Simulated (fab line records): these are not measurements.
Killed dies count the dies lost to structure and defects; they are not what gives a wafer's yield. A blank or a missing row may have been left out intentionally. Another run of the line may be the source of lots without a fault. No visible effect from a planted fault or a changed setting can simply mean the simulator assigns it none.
A struck lot beside a sound one	flow n5 finfet	16 out of 1938 route steps
Sound: the wafers L969.1, L969.3, L969.6. Struck: wafer L983.5. (L983.1 of the same lot was not struck and is left out.) The cause comes at the end.
For every step that has rows: the tool of each side, followed by ch and its chambers, followed by its first start. Under that, the readings that differ: sound wafers	struck wafers	difference of the means	sigmas: that difference in standard deviations of wafers without a fault.
alike: readings with means less than 2 such deviations apart, plus words and numbers identical on both sides. not compared: withheld readings, readings lacking a value on some wafer, bounds such as >300 that could conceal the same value, and numbers that have no deviation in the record and whose values overlap.
Wherever a step has rows on one side only, a row that says differs or no value, or a row with sigmas, the two part there. Non-overlapping numbers with no deviation appear without sigmas and do not part them. Lack of a reading on every wafer of one side parts them only where that side has two or more wafers.

first, 8 steps without rows for these wafers: N5_BEOL_M1_COAT_62 (time 60 s, resist thk 12 nm); N5_BEOL_M1_COAT_73 (time 60 s, resist thk 5 nm); N5_BEOL_M1_COAT_05 (resist thk 30 nm); N5_BEOL_M1_EBR_07; N5_BEOL_M1_SOFTBAKE_06 (time 60 s); N5_BEOL_M1_EXPOSE_08 (exposes mask M1); N5_BEOL_M1_PEB_09 (peb time 60 s); N5_BEOL_M1_DEVELOP_10 (develop time 30 s).
N5_BEOL_M1_CD_MEAS_11 targets a cd of 17.05 nm.
  sound on cd sem-02 ch 0, day 6 12:26; struck on cd sem-03 ch 0, day 10 00:55
reading	sound	struck	difference	sigmas
cd nm (nm)	16.80 16.85 17.04	17.41	+0.51	+2
N5_BEOL_M1_OVL_MEAS_12:
  sound on overlay-02 ch 0, day 6 12:28; struck on overlay-02 ch 0, day 10 00:56
  alike: M1_OVL
N5_BEOL_M1_INSPECT_13: inspects for defects (brightfield).
  struck on defect inspect-02, day 10 01:00; sound on defect inspect-01, day 6 12:32
  alike: raw defect count
N5_BEOL_M1_DESCUM_16: chemistry O2, time 7 s.
  sound on rie diel-06 ch 0,2,3, day 6 12:34; struck on rie diel-06 ch 3, day 10 01:03
  alike: drypump motor current A, oes product au, rf vpp V, showerhead plenum p Torr, throttle valve pct
  not compared: rf hours counter h
N5_BEOL_M1_ETCH_74: etches underlayer in N2/H2, target depth 6.5 nm, time 5.2 s.
  sound on rie diel-06 ch 0,2,3, day 6 12:36; struck on rie diel-06 ch 3, day 10 01:05
reading	sound	struck	difference	sigmas
etch rf on time s (s)	5.30 5.19 5.22	6.36	+1.12	+15
rf vpp V (V)	520.4 524.1 525.9	518.0	-5.5	-2
  alike: drypump motor current A, oes product au, showerhead plenum p Torr, throttle valve pct
  not compared: rf hours counter h
N5_BEOL_M1_ETCH_63: etches SiARC in CF4, target depth 15.6 nm, time 26 s.
  sound on rie diel-06 ch 0,2,3, day 6 12:37; struck on rie diel-06 ch 3, day 10 01:06
  alike: cf4 flow sccm, drypump motor current A, etch rf on time s, oes product au, rf vpp V, showerhead plenum p Torr, throttle valve pct
  not compared: rf hours counter h
-- here the record skips 7 days between the struck wafers' starts before and after, leaving off in module BEOL_M1 and picking up in module BEOL_M4 (first step shown: number 1111 of the route) --
N5_BEOL_M4_RC_MEAS_101:
  sound on prober-01 ch 0, day 9 18:02; struck on prober-01 ch 0, day 17 07:19
  alike: DIBL_N, DIBL_P, IOFF_N, IOFF_P, ION_N, ION_P, SS_N, SS_P, VT_N, VT_P
-- here the record skips 5 days between the struck wafers' starts before and after, leaving off in module BEOL_M4 and picking up in module PASSIVATION (first step shown: number 1936 of the route) --
N5_PASSIVATION_PROBE_49:
  struck on prober-01, day 22 01:26; sound on prober-02, day 14 01:40
  alike: defect limited yield, killed_at_M0_to_M3, killed_at_M4_up, killed at contacts, killed at front end, killed at other, killed dies, killed open, killed short, sort_bin_5_function, sort_bin_6_memory, sort n pass, sort yield pct

WHERE THEY PART
First at N5_BEOL_M1_CD_MEAS_11; last, within this record, at N5_BEOL_M1_ETCH_74. Later steps at which nothing parts them and some readings are alike: N5_BEOL_M1_ETCH_63, N5_BEOL_M4_RC_MEAS_101, N5_PASSIVATION_PROBE_49.

WHY: what had been put in by the simulator
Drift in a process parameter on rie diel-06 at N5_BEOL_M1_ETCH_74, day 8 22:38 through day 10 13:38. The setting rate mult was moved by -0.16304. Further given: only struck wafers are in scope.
